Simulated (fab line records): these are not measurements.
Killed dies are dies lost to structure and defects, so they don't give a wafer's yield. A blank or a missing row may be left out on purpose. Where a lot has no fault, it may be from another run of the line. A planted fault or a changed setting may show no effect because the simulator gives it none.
Commonality check across tools ; flow nand harc ; 10 lots, 30 wafers sampled

## THE REASON FOR OPENING IT
On 3 of the 10 lots, a flag is raised at NHARC_END_SORT_01 on the reading killed at array. No-fault wafers: 54, standard deviation 18.
Rule: flag the lot when none of its wafers has a number, or when each of its wafers that has one lies beyond 4 standard deviations from that mean. The rest of the lots are taken to be sound.

lot;measured;on;killed at array, wafer by wafer;flag
L115;day 28 23:00;prober-01;21 27 21;
L118;day 29 14:12;prober-01;672 670 674;FLAGGED
L114;day 29 19:08;prober-02;664 664 667;FLAGGED
L113;day 31 00:22;prober-02;669 674 675;FLAGGED
L124;day 31 16:09;prober-01;47 47 56;
L123;day 31 18:24;prober-02;53 62 68;
L125;day 31 23:48;prober-02;80 70 68;
L126;day 32 07:33;prober-01;57 60 57;
L127;day 32 17:38;prober-01;75 68 51;
L128;day 32 21:37;prober-02;61 54 58;
Average over the flagged lots: 670; offset from the usual +616, equal to +34 standard deviations.

## WHICH TOOL RAN EACH LOT
The record holds 4 process steps before the reading, out of a route of 1302 steps. Each cell gives the tool, then ch followed by the chambers the sampled wafers passed through, then the start.
lot;flag;NHARC_P_BONDPAD_STRIP_15;NHARC_P_BONDPAD_ANNEAL_28;NHARC_P_BONDPAD_ACTIVATE_29;NHARC_A_ZERO_WELL_ETCH_13
L115;;rie diel-13 ch 0,2,3, day 10 19:41;rtp anneal-02 ch 0, day 10 21:06;rie diel-02 ch 0,2,3, day 10 22:02;rie si-01 ch 0,1,3, day 10 23:43
L118;FLAGGED;rie diel-02 ch 0,1,3, day 11 03:33;rtp anneal-02 ch 0, day 11 04:56;rie diel-13 ch 1,2, day 11 05:46;rie si-01 ch 0,3, day 11 07:23
L114;FLAGGED;rie diel-13 ch 1,3, day 11 03:50;rtp anneal-02 ch 0, day 11 05:48;rie diel-13 ch 1,3, day 11 06:41;rie si-06 ch 0,1, day 11 08:19
L113;FLAGGED;rie diel-13 ch 0,3, day 11 09:16;rtp anneal-01 ch 0, day 11 10:44;rie diel-13 ch 0,2,3, day 11 11:42;rie si-01 ch 0,1, day 11 13:18
L124;;rie diel-13 ch 2,3, day 13 05:19;rtp anneal-01 ch 0, day 13 06:38;rie diel-02 ch 1,2,3, day 13 07:35;rie si-01 ch 1,2, day 13 09:10
L123;;rie diel-11 ch 2,3, day 12 16:44;rtp anneal-02 ch 0, day 12 18:13;rie diel-13 ch 0,1,3, day 12 19:01;rie si-01 ch 0,1,2, day 12 20:39
L125;;rie diel-13 ch 0,3, day 13 12:13;rtp anneal-02 ch 0, day 13 13:29;rie diel-02 ch 1,2,3, day 13 14:28;rie si-01 ch 0,1,3, day 13 16:03
L126;;rie diel-02 ch 0,2,3, day 14 06:25;rtp anneal-01 ch 0, day 14 07:43;rie diel-11 ch 0,2,3, day 14 08:44;rie si-06 ch 0,2,3, day 14 10:17
L127;;rie diel-02 ch 1,2,3, day 14 08:34;rtp anneal-01 ch 0, day 14 09:51;rie diel-13 ch 0,1,2, day 14 10:49;rie si-05 ch 0,3, day 14 12:23
L128;;rie diel-13 ch 0,2,3, day 14 19:35;rtp anneal-01 ch 0, day 14 20:53;rie diel-13 ch 0,1,3, day 14 21:50;rie si-01 ch 0,2,3, day 14 23:25
What is done by these steps:
- NHARC_P_BONDPAD_STRIP_15: strips in O2.
- NHARC_P_BONDPAD_ANNEAL_28: time 90 s.
- NHARC_P_BONDPAD_ACTIVATE_29: chemistry N2, time 60 s.
- NHARC_A_ZERO_WELL_ETCH_13: etches the open film in HBr/Cl2, target depth 120 nm, time 40.1 s.
- NHARC_END_SORT_01

## FLAGGED AGAINST TOTAL, ONE TOOL AT A TIME (gauges that did the reading follow at the end)
step;tool;lots run;flagged;share of the flagged lots;sound lots run after its first flagged lot
NHARC_P_BONDPAD_STRIP_15;rie diel-02;3;1;some;2 (L126,L127)
NHARC_P_BONDPAD_STRIP_15;rie diel-11;1;0;none;-
NHARC_P_BONDPAD_STRIP_15;rie diel-13;6;2;some;3 (L124,L125,L128)
NHARC_P_BONDPAD_ANNEAL_28;rtp anneal-01;5;1;some;4 (L124,L126,L127,L128)
NHARC_P_BONDPAD_ANNEAL_28;rtp anneal-02;5;2;some;2 (L123,L125)
NHARC_P_BONDPAD_ACTIVATE_29;rie diel-02;3;0;none;-
NHARC_P_BONDPAD_ACTIVATE_29;rie diel-11;1;0;none;-
NHARC_P_BONDPAD_ACTIVATE_29;rie diel-13;6;3;all;3 (L123,L127,L128)
NHARC_A_ZERO_WELL_ETCH_13;rie si-01;7;2;some;4 (L123,L124,L125,L128)
NHARC_A_ZERO_WELL_ETCH_13;rie si-05;1;0;none;-
NHARC_A_ZERO_WELL_ETCH_13;rie si-06;2;1;some;1 (L126)
NHARC_END_SORT_01;prober-01;5;1;some;3 (L124,L126,L127)
NHARC_END_SORT_01;prober-02;5;2;some;3 (L123,L125,L128)

## WHAT IS ALLOWED BY THE TABLE
1 row of the table ran every flagged lot: rie diel-13 at NHARC_P_BONDPAD_ACTIVATE_29.
- rie diel-13 at NHARC_P_BONDPAD_ACTIVATE_29 ran 6 lots, 3 of them flagged. Sound lots ran on it after the first flagged one (L123, L127, L128), which a lasting fault on the whole tool wouldn't allow.
Every row of the table either missed a flagged lot or ran a sound lot after the first.

## WHAT THE SIMULATOR HAD INSERTED
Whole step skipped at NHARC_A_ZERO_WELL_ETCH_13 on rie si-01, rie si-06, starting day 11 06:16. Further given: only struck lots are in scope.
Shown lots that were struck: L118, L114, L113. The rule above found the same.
